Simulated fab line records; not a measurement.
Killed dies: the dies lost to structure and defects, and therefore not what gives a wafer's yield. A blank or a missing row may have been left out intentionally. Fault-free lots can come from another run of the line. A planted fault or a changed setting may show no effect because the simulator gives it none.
Matching of chambers    flow n5Finfet    rieDiel-02 running N5_HKMG_FIN_ETCH_35: 4 sister chambers
The step etches SOC in N2/H2, target depth 215.8 nm, time 243.4 s. 18 wafers are shown with their chamber, then 9 later ones without.

== WAFERS PAIRED WITH THEIR CHAMBERS ==
wafer   chamber  drypumpMotorCurrentA (A)  showerheadPlenumPTorr (Torr)  throttleValvePct (%)
L075.1  3        5.9                       2.68                          17.48
L075.3  1        6.2                       2.44                          17.71
L075.5  2        5.7                       2.51                          18.13
L078.3  2        5.7                       2.51                          18.15
L078.5  0        5.3                       2.54                          17.95
L078.6  3        5.9                       2.68                          17.49
L079.2  1        6.1                       2.44                          17.74
L079.3  0        5.3                       2.54                          17.95
L079.6  2        5.7                       2.51                          18.15
L081.1  1        6.1                       2.43                          17.74
L081.3  0        5.3                       2.53                          17.95
L081.6  1        6.1                       2.43                          17.74
L083.3  1        6.2                       2.43                          17.75
L083.4  2        5.7                       2.50                          18.18
L083.6  1        6.1                       2.43                          17.75
L087.1  2        5.7                       2.50                          18.17
L087.4  3        5.9                       2.67                          17.53
L087.5  3        5.9                       2.67                          17.54

SIGNATURES (averages over the wafers above)
reading                chamber 0  chamber 1  chamber 2  chamber 3  scatter within a chamber
drypumpMotorCurrentA   5.300      6.133      5.700      5.900      0.0309
showerheadPlenumPTorr  2.5367     2.4333     2.5060     2.6750     0.00548
throttleValvePct       17.9500    17.7383    18.1560    17.5100    0.0193
Rule: a wafer lies at a distance from a chamber equal to the root of the sum of squares, over the readings, of (its reading less the chamber's mean, divided by the reading's scatter). If the next closest chamber is less than 2 further off than the closest, the wafer can't be placed; otherwise it belongs to the closest. How the scatter is found: for the shown wafers, subtract from each reading the mean of its chamber, square and add these, divide the total by (wafers less chambers), then take the root.

== WAFERS WITHOUT THEIR CHAMBER ==
wafer   drypumpMotorCurrentA (A)  showerheadPlenumPTorr (Torr)  throttleValvePct (%)
L093.2  6.1                       2.42                          17.77
L093.4  5.9                       2.66                          17.54
L093.5  6.1                       2.42                          17.80
L094.3  6.2                       2.42                          17.79
L094.4  5.2                       2.52                          18.00
L094.5  5.2                       2.52                          18.03
L096.2  5.3                       2.52                          18.04
L096.4  6.1                       2.42                          17.80
L096.6  5.2                       2.52                          18.03

== EACH ONE'S CHAMBER ==
wafer   from the rows above  in truth
L093.2  1                    1
L093.4  3                    3
L093.5  1                    1
L094.3  1                    1
L094.4  0                    0
L094.5  0                    0
L096.2  0                    0
L096.4  1                    1
L096.6  0                    0
9 of 9 placed correctly. Left unplaced by these rows: 0. Placed wrongly: 0.
